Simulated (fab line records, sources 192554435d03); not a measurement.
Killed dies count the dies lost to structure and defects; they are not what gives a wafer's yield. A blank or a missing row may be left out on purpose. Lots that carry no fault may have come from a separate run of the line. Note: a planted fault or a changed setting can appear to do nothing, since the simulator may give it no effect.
A lot that was struck, set against a sound lot + flow n5_finfet + 17 out of 1938 route steps
Sound: wafers L595.1, L595.2, L595.5. Struck: wafer L593.5; the same lot's L593.1 was not struck, so it is left out; see the end for the cause.
At each step with rows: each side's tool, then ch and its chambers, then its first start. Under that, the readings that differ: sound wafers + struck wafers + difference of the means + sigmas: that difference in standard deviations of wafers without a fault.
alike: words and numbers the same on both sides, and readings whose means are apart by under 2 such deviations; not compared: readings that were withheld, readings missing a value for some wafer, numbers with overlapping values and no deviation given by the record, and bounds like >300 which may hide the same value.
A row with sigmas, a row that says differs or no value, or rows on one side alone: a step with any of these is where the two part. Non-overlapping numbers with no deviation appear without sigmas and do not part them. A reading missing from all wafers of one side parts the sides only when that side holds two or more wafers.

first, 8 steps without rows for these wafers: N5_BEOL_M13_COAT_58 (time 60 s, resist thk 89 nm); N5_BEOL_M13_COAT_04 (resist thk 400 nm); N5_BEOL_M13_EBR_06; N5_BEOL_M13_SOFTBAKE_05 (time 60 s); N5_BEOL_M13_EXPOSE_07 (exposes mask V12); N5_BEOL_M13_PEB_08 (peb time 90 s); N5_BEOL_M13_DEVELOP_09 (develop time 45 s); N5_BEOL_M13_HARDBAKE_14 (time 120 s).
N5_BEOL_M13_CD_MEAS_10 targets a cd of 190 nm.
  sound on cd_sem-03 ch 0, day 14 02:08; struck on cd_sem-01 ch 0, day 14 01:46
  alike: cd_nm
N5_BEOL_M13_OVL_MEAS_11:
  sound on overlay-02 ch 0, day 14 02:10; struck on overlay-02 ch 0, day 14 01:49
| reading      | sound   | struck | difference | sigmas |
|--------------|---------|--------|------------|--------|
| V12_OVL (nm) | -2 2 -4 | 18     | +19        | +3     |
N5_BEOL_M13_INSPECT_12: inspects for defects (macro).
  sound on defect_inspect-02 at day 14 02:11; struck on defect_inspect-01 at day 14 01:50
  alike: raw_defect_count
N5_BEOL_M13_DESCUM_15: chemistry O2, time 7.9 s.
  sound on rie_diel-01 ch 0,2,3, day 14 02:13; struck on rie_diel-06 ch 2, day 14 01:53
| reading                | sound             | struck | difference | sigmas |
|------------------------|-------------------|--------|------------|--------|
| throttle_valve_pct (%) | 20.73 20.78 21.04 | 20.27  | -0.58      | -3     |
  alike: bias_power_w, drypump_motor_current_A, oes_product_au, rf_vpp_V, showerhead_plenum_p_Torr
  not compared: rf_hours_counter_h
N5_BEOL_M13_ETCH_59: etches BARC in N2/H2, target depth 89 nm, overetch 26.7 nm, time 67.9 s.
  sound on rie_diel-01 ch 0,2,3, day 14 02:15; struck on rie_diel-06 ch 2, day 14 01:55
| reading                                    | sound             | struck | difference | sigmas |
|--------------------------------------------|-------------------|--------|------------|--------|
| model.coat_of_BEOL_M13_COAT_04.thk_nm (nm) | 319.8 317.8 315.8 | 290    | -28        |        |
  alike: drypump_motor_current_A, oes_product_au, rf_vpp_V, showerhead_plenum_p_Torr, throttle_valve_pct
  not compared: rf_hours_counter_h
N5_BEOL_M13_VIA_ETCH_16: etches SiOC in C4F8/O2/Ar, target depth 921.7 nm.
  sound on rie_diel-01 ch 0,2,3, day 14 02:18; struck on rie_diel-06 ch 2, day 14 01:58
| reading                                    | sound             | struck | difference | sigmas |
|--------------------------------------------|-------------------|--------|------------|--------|
| throttle_valve_pct (%)                     | 24.73 24.45 24.88 | 24.00  | -0.69      | -2     |
| model.coat_of_BEOL_M13_COAT_04.thk_nm (nm) | 77.8 70.6 67.6    | 45.4   | -26.6      |        |
  alike: drypump_motor_current_A, oes_product_au, rf_vpp_V, showerhead_plenum_p_Torr
N5_BEOL_M13_STRIP_63: strips in N2/H2.
  sound on plasma_asher-02 ch 0,1, day 14 02:32; struck on plasma_asher-01 ch 1, day 14 02:12
| reading                      | sound          | struck | difference | sigmas |
|------------------------------|----------------|--------|------------|--------|
| strip_time_to_endpoint_s (s) | 29.9 27.8 27.0 | 20.1   | -8.1       | -6     |
  alike: drypump_motor_current_A, heater_power_w, oes_product_au
  not compared: rf_hours_counter_h
N5_BEOL_M13_STRIP_64: strips in N2/H2.
  sound on plasma_asher-02 ch 0,1, day 14 02:36; struck on plasma_asher-01 ch 1, day 14 02:16
  alike: drypump_motor_current_A, heater_power_w, oes_product_au, strip_time_to_endpoint_s
  not compared: rf_hours_counter_h
N5_PASSIVATION_PROBE_49:
  sound on prober-02 at day 15 09:52; struck on prober-01 at day 15 09:43
| reading             | sound    | struck | difference | sigmas |
|---------------------|----------|--------|------------|--------|
| killed_at_front_end | 18 32 20 | 49     | +26        | +3     |
  alike: defect_limited_yield, killed_at_M0_to_M3, killed_at_M4_up, killed_at_contacts, killed_at_other, killed_dies, killed_on_rim, killed_open, killed_short, sort_bin_5_function, sort_bin_6_memory, sort_bin_8_speed, sort_n_pass, sort_yield_pct

## WHERE THEY PART
First at N5_BEOL_M13_OVL_MEAS_11; last, within this record, at N5_PASSIVATION_PROBE_49.

WHY: what had been put in by the simulator
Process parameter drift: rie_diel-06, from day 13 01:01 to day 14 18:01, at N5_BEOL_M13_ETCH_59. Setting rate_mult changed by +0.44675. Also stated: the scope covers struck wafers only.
